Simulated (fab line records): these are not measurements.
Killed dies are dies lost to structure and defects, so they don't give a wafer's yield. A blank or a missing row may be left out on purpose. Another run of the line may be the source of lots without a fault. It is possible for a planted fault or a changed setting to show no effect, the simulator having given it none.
Chamber matching | flow n5 finfet | 4 sister chambers for N5_BEOL_M8_STRIP_36 on rie diel-01
The step strips in N2/H2. 20 wafers are shown with their chamber, then 10 later ones without.

== WAFERS WITH THEIR CHAMBER ==
wafer  | chamber | throttle valve pct (%) | showerhead plenum p Torr (Torr) | drypump motor current A (A)
L074.3 | 1       | 23.2                   | 2.63                            | 6.5
L074.4 | 2       | 24.2                   | 2.63                            | 5.7
L074.6 | 1       | 23.2                   | 2.63                            | 6.5
L077.3 | 1       | 23.2                   | 2.62                            | 6.5
L077.4 | 3       | 23.8                   | 2.52                            | 5.7
L077.6 | 3       | 23.8                   | 2.52                            | 5.7
L080.4 | 3       | 23.8                   | 2.52                            | 5.7
L080.5 | 2       | 24.2                   | 2.62                            | 5.7
L080.6 | 3       | 23.8                   | 2.52                            | 5.8
L082.2 | 1       | 23.2                   | 2.62                            | 6.5
L082.4 | 3       | 23.8                   | 2.52                            | 5.8
L082.5 | 0       | 23.8                   | 2.71                            | 6.2
L083.1 | 2       | 24.2                   | 2.62                            | 5.7
L083.4 | 2       | 24.2                   | 2.62                            | 5.7
L083.6 | 0       | 23.8                   | 2.71                            | 6.3
L085.1 | 3       | 23.8                   | 2.51                            | 5.7
L085.2 | 0       | 23.8                   | 2.71                            | 6.2
L085.3 | 1       | 23.2                   | 2.62                            | 6.5
L087.1 | 1       | 23.2                   | 2.62                            | 6.6
L087.3 | 0       | 23.9                   | 2.71                            | 6.3

SIGNATURES, as means of the wafers listed above
reading                  | chamber 0 | chamber 1 | chamber 2 | chamber 3 | scatter within a chamber
throttle valve pct       | 23.825    | 23.200    | 24.200    | 23.800    | 0.0217
showerhead plenum p Torr | 2.7100    | 2.6233    | 2.6225    | 2.5183    | 0.00427
drypump motor current A  | 6.250     | 6.517     | 5.700     | 5.733     | 0.0445
Rule: for each reading, subtract the chamber's mean from the wafer's reading, divide by that reading's scatter and square the result; add these up over the readings and take the root, which gives the wafer's distance from the chamber. The wafer belongs to the nearest chamber; if the next one is less than 2 further off, it can't be placed. The scatter is the square root of a quotient: the sum, over the shown wafers, of each reading's squared deviation from its chamber's mean, divided by wafers minus chambers.

== WAFERS MISSING THEIR CHAMBER ==
wafer  | throttle valve pct (%) | showerhead plenum p Torr (Torr) | drypump motor current A (A)
L087.5 | 23.8                   | 2.51                            | 5.7
L090.1 | 24.2                   | 2.62                            | 5.7
L090.2 | 23.2                   | 2.61                            | 6.5
L090.3 | 23.9                   | 2.51                            | 5.8
L090.4 | 23.8                   | 2.70                            | 6.2
L090.5 | 24.2                   | 2.62                            | 5.7
L090.6 | 23.2                   | 2.61                            | 6.6
L089.1 | 24.2                   | 2.62                            | 5.7
L089.5 | 23.2                   | 2.61                            | 6.5
L089.6 | 24.2                   | 2.62                            | 5.7

== WHICH CHAMBER EACH WENT THROUGH ==
wafer  | from the rows above | in truth
L087.5 | 3                   | 3
L090.1 | 2                   | 2
L090.2 | 1                   | 1
L090.3 | 3                   | 3
L090.4 | 0                   | 0
L090.5 | 2                   | 2
L090.6 | 1                   | 1
L089.1 | 2                   | 2
L089.5 | 1                   | 1
L089.6 | 2                   | 2
Correct placement for 10 of the 10. Can't be placed from these rows: 0. Placed wrongly: 0.
